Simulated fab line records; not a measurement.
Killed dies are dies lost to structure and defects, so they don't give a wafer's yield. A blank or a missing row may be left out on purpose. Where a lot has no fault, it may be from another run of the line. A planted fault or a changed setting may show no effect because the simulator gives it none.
Matching of chambers / flow n5 finfet / N5_BEOL_M15_CMP_49 on cmp-03 has 4 sister chambers
The step polishes, stops on SiO2, t overpolish 4.9 s, target thk 850 nm. 8 wafers are shown with their chamber, then 8 later ones without.

WAFERS, EACH WITH ITS CHAMBER
wafer=L081.2; chamber=3; motor current A (A)=8.5; barrier field endpoint s (s)=11.7
wafer=L079.1; chamber=1; motor current A (A)=7.0; barrier field endpoint s (s)=11.0
wafer=L079.5; chamber=0; motor current A (A)=8.8; barrier field endpoint s (s)=11.3
wafer=L079.6; chamber=1; motor current A (A)=6.5; barrier field endpoint s (s)=11.4
wafer=L082.2; chamber=0; motor current A (A)=8.3; barrier field endpoint s (s)=11.0
wafer=L082.3; chamber=2; motor current A (A)=9.6; barrier field endpoint s (s)=11.8
wafer=L082.4; chamber=3; motor current A (A)=8.6; barrier field endpoint s (s)=11.9
wafer=L084.3; chamber=2; motor current A (A)=9.4; barrier field endpoint s (s)=11.5

WAFERS WITH NO CHAMBER GIVEN
wafer=L084.4; motor current A (A)=8.7; barrier field endpoint s (s)=10.9
wafer=L084.6; motor current A (A)=7.2; barrier field endpoint s (s)=11.3
wafer=L087.2; motor current A (A)=9.8; barrier field endpoint s (s)=11.7
wafer=L087.5; motor current A (A)=9.9; barrier field endpoint s (s)=11.6
wafer=L087.6; motor current A (A)=8.0; barrier field endpoint s (s)=11.9
wafer=L090.3; motor current A (A)=8.5; barrier field endpoint s (s)=11.2
wafer=L090.4; motor current A (A)=6.9; barrier field endpoint s (s)=10.7
wafer=L090.6; motor current A (A)=10.0; barrier field endpoint s (s)=10.8

THE CHAMBER EACH PASSED THROUGH
wafer=L084.4; from the rows above=0; in truth=0
wafer=L084.6; from the rows above=1; in truth=1
wafer=L087.2; from the rows above=2; in truth=2
wafer=L087.5; from the rows above=2; in truth=2
wafer=L087.6; from the rows above=can't be placed: 3 or 0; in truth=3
wafer=L090.3; from the rows above=0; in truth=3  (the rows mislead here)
wafer=L090.4; from the rows above=1; in truth=1
wafer=L090.6; from the rows above=can't be placed: 2 or 0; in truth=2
5 of 8 placed correctly. Can't be placed from these rows: 2 (the true chamber is among the candidates in 2). 1 placed wrongly.
How it was worked out, from the rows above alone: a wafer's distance from a chamber is the root of the sum, over the readings, of the square of ((its reading less the chamber's mean) divided by the reading's scatter). The wafer belongs to the nearest chamber; if the next one is less than 2 further off, it can't be placed. The mean given for a chamber averages the wafers shown for that chamber. The scatter: the root of (the sum of the squares of (reading less its chamber's mean) over the shown wafers, divided by (wafers less chambers)).
